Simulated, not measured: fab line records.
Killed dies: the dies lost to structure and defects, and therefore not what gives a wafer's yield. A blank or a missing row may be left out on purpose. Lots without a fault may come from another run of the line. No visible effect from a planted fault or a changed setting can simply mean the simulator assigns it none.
Chamber matching | flow nandHarc | NHARC_A_M0_DEP_32 on pecvd-03 has 3 sister chambers
The step deposits SiCN, target thk 30 nm. 6 wafers are shown with their chamber, then 10 later ones without.

WAFERS, EACH WITH ITS CHAMBER
wafer  | chamber | heaterPowerW (W)
L083.4 | 0       | 584
L084.1 | 1       | 628
L084.5 | 0       | 573
L084.6 | 1       | 650
L088.2 | 2       | 507
L088.5 | 2       | 517

WAFERS WITH NO CHAMBER GIVEN
wafer  | heaterPowerW (W)
L088.6 | 537
L090.1 | 592
L090.3 | 539
L090.4 | 588
L095.2 | 547
L095.4 | 561
L095.6 | 425
L097.2 | 519
L097.3 | 572
L097.4 | 481

EACH ONE'S CHAMBER
wafer  | from the rows above     | in truth
L088.6 | can't be placed: 2 or 0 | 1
L090.1 | 0                       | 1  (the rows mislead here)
L090.3 | can't be placed: 2 or 0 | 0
L090.4 | 0                       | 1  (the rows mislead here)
L095.2 | can't be placed: 0 or 2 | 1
L095.4 | 0                       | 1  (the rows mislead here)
L095.6 | 2                       | 2
L097.2 | 2                       | 2
L097.3 | 0                       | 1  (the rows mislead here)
L097.4 | 2                       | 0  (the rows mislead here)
Correctly placed: 2 of 10. Not placeable from these rows: 3 (in 1, the candidates include the true chamber). 5 placed wrongly.
How it was worked out, from the rows above alone: a wafer's distance from a chamber is the root of the sum, over the readings, of the square of ((its reading less the chamber's mean) divided by the reading's scatter). The wafer belongs to the nearest chamber; if the next one is less than 2 further off, it can't be placed. For every chamber, the mean is computed from those of its wafers that are shown. The scatter: take each reading less its chamber's mean, square it, sum over the shown wafers, divide by the number of wafers less the number of chambers, and take the root.
